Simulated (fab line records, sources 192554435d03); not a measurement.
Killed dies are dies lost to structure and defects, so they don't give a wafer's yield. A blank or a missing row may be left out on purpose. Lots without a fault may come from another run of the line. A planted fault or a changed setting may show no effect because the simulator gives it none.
Which tool did it? | flow n5_finfet | 9 lots, 26 wafers sampled, at 3 steps of a route of 1938

WHAT THE GAUGES READ, wafer by wafer
N5_BEOL_M4_RC_MEAS_101. Usual: DIBL_N 36.3 mV/V, standard deviation 1.1; DIBL_P 36.3 mV/V, standard deviation 1.4; IOFF_N 0.155 nA/um, standard deviation 0.019; IOFF_P 0.211 nA/um, standard deviation 0.027; ION_N 672 uA/um, standard deviation 8.5; ION_P 462 uA/um, standard deviation 5.8; SS_N 71.5 mV/dec, standard deviation 0.56; SS_P 73.3 mV/dec, standard deviation 0.52; VT_N 249.9 mV, standard deviation 2.5; VT_P -249.8 mV, standard deviation 2.8.
lot  | measured     | on        | DIBL_N (mV/V)  | DIBL_P (mV/V)  | IOFF_N (nA/um)    | IOFF_P (nA/um)    | ION_N (uA/um) | ION_P (uA/um) | SS_N (mV/dec)  | SS_P (mV/dec)  | VT_N (mV)         | VT_P (mV)            | flag
L130 | day 9 04:07  | prober-01 | 39.0 36.3 36.8 | 37.5 36.0 35.1 | 0.173 0.139 0.135 | 0.234 0.203 0.192 | 668 675 670   | 458 463 453   | 72.5 70.9 72.2 | 74.6 73.4 73.6 | 250.1 250.3 253.8 | -247.6 -250.4 -255.3 |
L135 | day 11 10:13 | prober-01 | 36.3 34.8 36.3 | 36.4 33.7 35.6 | 0.166 0.135 0.171 | 0.199 0.167 0.199 | 684 677 691   | 462 463 465   | 71.2 71.3 71.8 | 73.6 72.6 73.6 | 248.7 252.9 248.2 | -252.6 -251.8 -250.2 |
L136 | day 11 17:12 | prober-01 | 38.0 37.0 37.8 | 36.8 36.1 36.5 | 0.165 0.151 0.166 | 0.207 0.196 0.200 | 667 676 680   | 454 456 455   | 71.7 70.8 71.3 | 73.4 72.4 73.5 | 248.1 249.1 249.3 | -253.2 -252.9 -253.1 |
L138 | day 17 15:38 | prober-02 | 35.6 36.2      | 35.6 36.6      | 0.134 0.144       | 0.184 0.195       | 670 668       | 460 461       | 71.4 71.4      | 73.3 73.2      | 250.1 250.7       | -253.3 -251.7        |
L139 | day 13 23:12 | prober-02 | 35.9 35.7 35.2 | 36.0 35.8 35.6 | 0.138 0.138 0.128 | 0.162 0.165 0.158 | 662 671 668   | 451 455 456   | 71.5 71.1 70.8 | 73.4 72.9 72.3 | 250.9 253.8 255.3 | -255.3 -253.9 -256.4 |
L145 | day 17 07:19 | prober-01 | 35.9 34.9 35.3 | 36.9 36.0 36.3 | 0.156 0.146 0.161 | 0.221 0.203 0.217 | 670 679 665   | 460 467 463   | 70.8 71.2 71.5 | 73.5 73.0 72.8 | 250.6 247.6 248.6 | -248.0 -249.4 -246.2 |
L147 | day 16 16:17 | prober-01 | 36.3 36.7 35.7 | 36.6 36.6 35.8 | 0.168 0.178 0.158 | 0.226 0.231 0.221 | 687 688 690   | 470 471 471   | 71.9 71.6 71.9 | 73.7 74.1 73.8 | 247.1 243.7 247.6 | -248.9 -246.9 -246.9 |
L149 | day 17 07:20 | prober-02 | 36.7 37.0 35.8 | 36.8 37.5 35.6 | 0.160 0.168 0.143 | 0.218 0.219 0.199 | 677 684 665   | 467 468 463   | 71.3 70.9 71.3 | 73.0 72.6 73.0 | 248.6 249.9 249.8 | -247.3 -248.5 -250.6 |
L152 | day 17 17:07 | prober-01 | 35.6 36.3 36.0 | 35.2 34.7 35.2 | 0.158 0.159 0.158 | 0.210 0.200 0.205 | 682 666 675   | 464 459 458   | 72.1 72.0 71.3 | 73.3 73.4 73.0 | 248.2 249.2 249.8 | -248.4 -250.9 -249.2 |

N5_PASSIVATION_CD_MEAS_44: target cd 40000 nm. Usual: cd_nm 39999 nm, standard deviation 3.1.
lot  | measured     | on        | cd_nm (nm)        | flag
L130 | day 13 01:31 | cd_sem-03 | 40000 40003 39999 |
L135 | day 15 09:55 | cd_sem-02 | 39994 39996 39996 |
L136 | day 15 19:11 | cd_sem-01 | 40001 39996 40001 |
L138 | day 22 09:58 | cd_sem-03 | 39996 40002       |
L139 | day 18 10:35 | cd_sem-03 | 40003 40001 39997 |
L145 | day 21 21:54 | cd_sem-01 | 39996 39996 39996 |
L147 | day 21 02:24 | cd_sem-01 | 40005 39999 39999 |
L149 | day 22 14:59 | cd_sem-01 | 39997 39999 39999 |
L152 | day 22 04:19 | cd_sem-02 | 39992 39992 39993 |

WHICH TOOL RAN EACH LOT (tool, then ch and the chambers of the sampled wafers, then the start)
lot  | N5_MOL_CONTACT_COAG_VIA_ETCH_46
L130 | rie_diel-04 ch 0,2,3, day 5 04:48
L135 | rie_diel-05 ch 1,3, day 6 11:43
L136 | rie_diel-05 ch 1,2, day 6 14:26
L138 | rie_diel-05 ch 1,3, day 7 03:38
L139 | rie_diel-05 ch 0,3, day 7 15:32
L145 | rie_diel-04 ch 1,2,3, day 8 20:50
L147 | rie_diel-02 ch 1,2,3, day 9 08:21
L149 | rie_diel-02 ch 0,1,3, day 9 19:29
L152 | rie_diel-05 ch 0,1,3, day 10 14:19
- N5_MOL_CONTACT_COAG_VIA_ETCH_46: etches SiO2 in C4F6/O2, target depth 46 nm, overetch 9.2 nm, time 40 s.

WHAT THE TOOLS THEMSELVES READ (means of the sampled wafers that have a number; where no wafer has one, the mark that the record gives instead)
N5_MOL_CONTACT_COAG_VIA_ETCH_46. Usual: bias_w 455.1 W, standard deviation 1.4; chamber_pressure_mTorr 10.000 mTorr, standard deviation 0.0091; drypump_motor_current_A 5.7 A, standard deviation 0.45; oes_f_703_au 0.78 a.u., standard deviation 0.094; oes_product_au 0.69 a.u., standard deviation 0.087; rf_fwd_power_W 323.0 W, standard deviation 1.1; rf_vpp_V 1586 V, standard deviation 14; showerhead_plenum_p_Torr 2.85 Torr, standard deviation 0.1; throttle_valve_pct 40.95 %, standard deviation 0.14.
lot  | tool        | bias_w (W) | chamber_pressure_mTorr (mTorr) | drypump_motor_current_A (A) | oes_f_703_au (a.u.) | oes_product_au (a.u.) | rf_fwd_power_W (W) | rf_vpp_V (V) | showerhead_plenum_p_Torr (Torr) | throttle_valve_pct (%) | flag
L130 | rie_diel-04 | 455.1      | 9.999                          | 5.5                         | 0.72                | 0.64                  | 323.0              | 1582         | 2.81                            | 40.89                  |
L135 | rie_diel-05 | 454.4      | 9.994                          | 6.2                         | 0.71                | 0.63                  | 323.7              | 1574         | 2.86                            | 40.89                  |
L136 | rie_diel-05 | 455.7      | 9.994                          | 5.5                         | 0.69                | 0.62                  | 322.6              | 1564         | 2.78                            | 40.99                  |
L138 | rie_diel-05 | 455.8      | 10.002                         | 6.0                         | 0.71                | 0.62                  | 322.8              | 1571         | 2.81                            | 40.89                  |
L139 | rie_diel-05 | 457.1      | 10.001                         | 6.4                         | 0.86                | 0.77                  | 322.4              | 1608         | 2.91                            | 40.90                  |
L145 | rie_diel-04 | 454.8      | 9.999                          | 5.3                         | 0.76                | 0.68                  | 322.6              | 1584         | 2.83                            | 41.01                  |
L147 | rie_diel-02 | 453.9      | 9.998                          | 5.7                         | 0.77                | 0.68                  | 322.2              | 1592         | 2.88                            | 40.97                  |
L149 | rie_diel-02 | 453.3      | 9.992                          | 5.7                         | 0.74                | 0.66                  | 323.1              | 1585         | 2.79                            | 40.91                  |
L152 | rie_diel-05 | 454.4      | 10.000                         | 6.1                         | 0.83                | 0.73                  | 323.6              | 1597         | 2.94                            | 40.85                  |

THE ANSWER, worked out from the rows above alone
Rule: a lot is off if the mean of its wafers that have a number lies more than 3 standard deviations from the usual mean. A lot without any number at a reading at which 4 lots or more have one is off too. The other lots that the step has rows for count as sound. The gauges are gone through in route order, then the tools' own readings, and for those a lot's mean is taken as printed above. The first step at which some lot is off is used, and at that step the reading that is off furthest; a lot without a number counts as furthest.
No lot is off at any reading shown: from this, nothing can be told.

WHAT THE SIMULATOR HAD PUT IN
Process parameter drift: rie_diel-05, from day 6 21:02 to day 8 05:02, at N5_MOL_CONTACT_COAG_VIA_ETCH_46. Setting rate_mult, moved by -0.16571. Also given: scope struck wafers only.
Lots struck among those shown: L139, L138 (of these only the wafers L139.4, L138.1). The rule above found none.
